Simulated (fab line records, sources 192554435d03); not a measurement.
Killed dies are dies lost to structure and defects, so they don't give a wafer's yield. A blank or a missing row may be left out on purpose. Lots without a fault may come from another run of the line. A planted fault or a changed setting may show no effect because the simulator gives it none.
Chamber matching | flow n5_finfet | N5_BEOL_M15_ETCH_59 on rie_diel-03: 4 sister chambers
The step etches BARC in N2/H2, target depth 89 nm, overetch 26.7 nm, time 67.9 s. 4 wafers are shown with their chamber, then 8 later ones without.

WAFERS WITH THEIR CHAMBER
wafer  | chamber | showerhead_plenum_p_Torr (Torr)
L088.3 | 0       | 2.62
L093.1 | 3       | 2.54
L093.6 | 1       | 2.61
L094.1 | 2       | 2.47

WAFERS WITHOUT THEIR CHAMBER
wafer  | showerhead_plenum_p_Torr (Torr)
L094.2 | 2.54
L094.3 | 2.61
L095.2 | 2.60
L095.3 | 2.46
L095.6 | 2.46
L096.1 | 2.54
L096.3 | 2.46
L096.5 | 2.54

WHICH CHAMBER EACH WENT THROUGH
wafer  | from the rows above     | in truth
L094.2 | 3                       | 3
L094.3 | can't be placed: 1 or 0 | 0
L095.2 | can't be placed: 1 or 0 | 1
L095.3 | 2                       | 2
L095.6 | 2                       | 2
L096.1 | 3                       | 3
L096.3 | 2                       | 2
L096.5 | 3                       | 3
Placed correctly: 6 of 8. Can't be placed from these rows: 2 (the true chamber is among the candidates in 2). Placed wrongly: 0.
How it was worked out, from the rows above alone: a wafer's distance from a chamber is the root of the sum, over the readings, of the square of ((its reading less the chamber's mean) divided by the reading's scatter). The wafer belongs to the nearest chamber; if the next one is less than 2 further off, it can't be placed. A chamber's mean is the mean of its shown wafers. The scatter: with one shown wafer a chamber, the root of the mean of the squares of how far each hidden wafer lies from its nearest shown one.
